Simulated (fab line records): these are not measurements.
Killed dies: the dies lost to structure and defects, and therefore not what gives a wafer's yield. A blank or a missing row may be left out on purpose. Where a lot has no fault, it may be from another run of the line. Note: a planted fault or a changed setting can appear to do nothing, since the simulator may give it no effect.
A lot that was struck, set against a sound lot + flow nand-harc + 40 out of 1159 route steps
Sound: wafers L273.1, L273.4, L273.5. Struck: wafer L262.6 (L262.3, L262.5, from the same lot, were not struck and are left out); the cause is given at the end.
For every step that has rows: the tool of each side, followed by ch and its chambers, followed by its first start. Under that, the readings that differ: sound wafers + struck wafers + difference of the means + sigmas: that difference in standard deviations of wafers without a fault.
alike: a reading whose means differ by less than 2 such deviations, as well as words and numbers matching on both sides. not compared: withheld readings; readings where some wafer has no value; bounds like >300 that might hide an equal value; numbers whose values overlap and for which the record gives no deviation.
A row with sigmas, a row that says differs or no value, or rows on one side alone: a step with any of these is where the two part. Numbers that have no deviation but don't overlap get no sigmas and don't part them. A reading that every wafer of one side lacks parts them only if that side has two wafers or more.

NHARC_P_CONTACT_CD_MEAS_19:
  sound on cd-sem-03 at day 10 11:14; struck on cd-sem-01 at day 7 11:14
| reading    | sound          | struck | difference | sigmas |
|------------|----------------|--------|------------|--------|
| cd-nm (nm) | 90.5 92.3 91.4 | 88.2   | -3.2       | -2     |
NHARC_P_CONTACT_STRIP_28: strips in O2.
  sound on rie-diel-10 ch 0,2,3, day 10 11:20; struck on rie-diel-04 ch 2, day 7 11:28
| reading            | sound             | struck | difference | sigmas |
|--------------------|-------------------|--------|------------|--------|
| mfc-ar-sccm (sccm) | 0.013 0.028 0.021 | 0      | +0         | -2     |
  alike: drypump-motor-current-A, oes-product-au, rf-vpp-V, showerhead-plenum-p-Torr, throttle-valve-pct
  not compared: rf-hours-counter-h
then, 1 step without rows for these wafers: NHARC_P_CONTACT_STRIP_29 (strips in post etch residue remover, time 1200 s).
NHARC_P_CONTACT_DEGAS_38: time 60 s.
  sound on pvd-sputter-01 at day 10 11:58; struck on pvd-sputter-03 at day 7 12:04
  alike: heater-power-w
then, 6 steps without rows for these wafers: NHARC_P_CONTACT_PRE_CLEAN_39 (time 19.5 s); NHARC_P_CONTACT_PVD_32 (deposits Ti, target thk 5 nm, time 17.7 s); NHARC_P_CONTACT_ALD_22 (deposits TiN, target thk 3 nm, pulse time 1 s, ald cycles 150); NHARC_P_CONTACT_CVD_23 (deposits W, target thk 200 nm, time 557 s); NHARC_P_CONTACT_CMP_24 (polishes, t overpolish 30 s, target thk 200 nm); NHARC_P_CONTACT_SRD_26.
NHARC_P_CONTACT_INSPECT_27:
  sound on defect-inspect-01 at day 10 18:18; struck on defect-inspect-01 at day 7 15:24
  alike: raw-defect-count
NHARC_P_M0_DEP_00: deposits SiOC, target thk 150 nm.
  sound on pecvd-02 ch 0,1,2, day 10 18:28; struck on pecvd-03 ch 0,1,2, day 7 15:34
then, 9 steps without rows for these wafers: NHARC_P_M0_DEHYDRATE_01 (time 120 s); NHARC_P_M0_HMDS_02 (time 30 s); NHARC_P_M0_COAT_33 (time 65 s); NHARC_P_M0_COAT_03 (resist thk 90 nm); NHARC_P_M0_SOFTBAKE_04 (time 55 s); NHARC_P_M0_EBR_05; NHARC_P_M0_EXPOSE_06 (exposes mask P M0, target cd 90 nm); NHARC_P_M0_PEB_07 (peb time 65 s); NHARC_P_M0_DEVELOP_08 (develop time 35 s).
NHARC_P_M0_CD_MEAS_09 targets a cd of 90 nm.
  sound on cd-sem-02 ch 0, day 10 19:05; struck on cd-sem-02 ch 0, day 7 16:19
  alike: cd-nm
NHARC_P_M0_OVL_MEAS_10: pitch 180 nm.
  sound on overlay-02 at day 10 19:10; struck on overlay-02 at day 7 16:23
  alike: overlay-x-nm, overlay-y-nm
NHARC_P_M0_INSPECT_11:
  sound on defect-inspect-01 at day 10 19:12; struck on defect-inspect-01 at day 7 16:26
  alike: raw-defect-count
then, 3 steps without rows for these wafers: NHARC_P_M0_DESCUM_14 (chemistry O2, time 3 s); NHARC_P_M0_ETCH_34 (etches the open film in N2/H2, target depth 40 nm, overetch 12 nm, time 43.94 s); NHARC_P_M0_ETCH_15 (etches the open film in C4F8/Ar, target depth 150 nm, overetch 15 nm, time 82.5 s).
NHARC_P_M0_CD_MEAS_16:
  sound on cd-sem-03 at day 10 19:34; struck on cd-sem-02 at day 7 16:47
  alike: cd-nm
NHARC_P_M0_STRIP_18: strips in N2/H2.
  sound on rie-diel-03 ch 0,1,3, day 10 19:38; struck on rie-diel-03 ch 2, day 7 16:55
| reading                | sound                | struck | difference | sigmas |
|------------------------|----------------------|--------|------------|--------|
| throttle-valve-pct (%) | 14.171 14.153 14.165 | 14.183 | +0.020     | +3     |
  alike: drypump-motor-current-A, mfc-ar-sccm, oes-product-au, rf-vpp-V, showerhead-plenum-p-Torr
  not compared: rf-hours-counter-h
then, 2 steps without rows for these wafers: NHARC_P_M0_STRIP_19 (strips in post etch residue remover, time 600 s); NHARC_P_M0_DEGAS_28 (time 60 s).
NHARC_P_M0_PRE_CLEAN_29: time 30 s.
  sound on pvd-sputter-01; struck on pvd-sputter-03
  alike: heater-power-w
then, 4 steps without rows for these wafers: NHARC_P_M0_PVD_20 (deposits TaN, target thk 5 nm, time 8.06 s); NHARC_P_M0_PVD_21 (deposits Cu, target thk 30 nm, time 20.49 s); NHARC_P_M0_ECD_22 (material Cu, target thk 400 nm); NHARC_P_M0_ANNEAL_30 (time 90 s).
NHARC_P_M0_CMP_23: polishes, t overpolish 20 s, target thk 117.53 nm.
  sound on cmp-02 ch 0,2,3, day 10 21:16; struck on cmp-01 ch 0, day 7 18:31
| reading             | sound          | struck | difference | sigmas |
|---------------------|----------------|--------|------------|--------|
| motor-current-A (A) | 13.0 11.2 10.6 | 14.4   | +2.8       | +4     |
  alike: slurry-flow-ml-min, time-to-endpoint-s
following that, these wafers have no rows for 1 step: NHARC_P_M0_SRD_25.
NHARC_P_M0_INSPECT_27:
  sound on defect-inspect-01 at day 10 21:45; struck on defect-inspect-02 at day 7 18:58
  alike: raw-defect-count
-- the record jumps here: 14 days lie between the struck wafers' starts before and after (it left off in module P_M0 and takes up again in module END, whose first step shown is number 1159 of the route) --
NHARC_END_SORT_01:
  here the record holds rows for the struck wafers (prober-01 ch 0, day 21 14:08) but none for the sound ones

WHERE THEY PART
Last at NHARC_END_SORT_01 as far as this record goes, first at NHARC_P_CONTACT_CD_MEAS_19.

WHY: the cause the simulator had injected
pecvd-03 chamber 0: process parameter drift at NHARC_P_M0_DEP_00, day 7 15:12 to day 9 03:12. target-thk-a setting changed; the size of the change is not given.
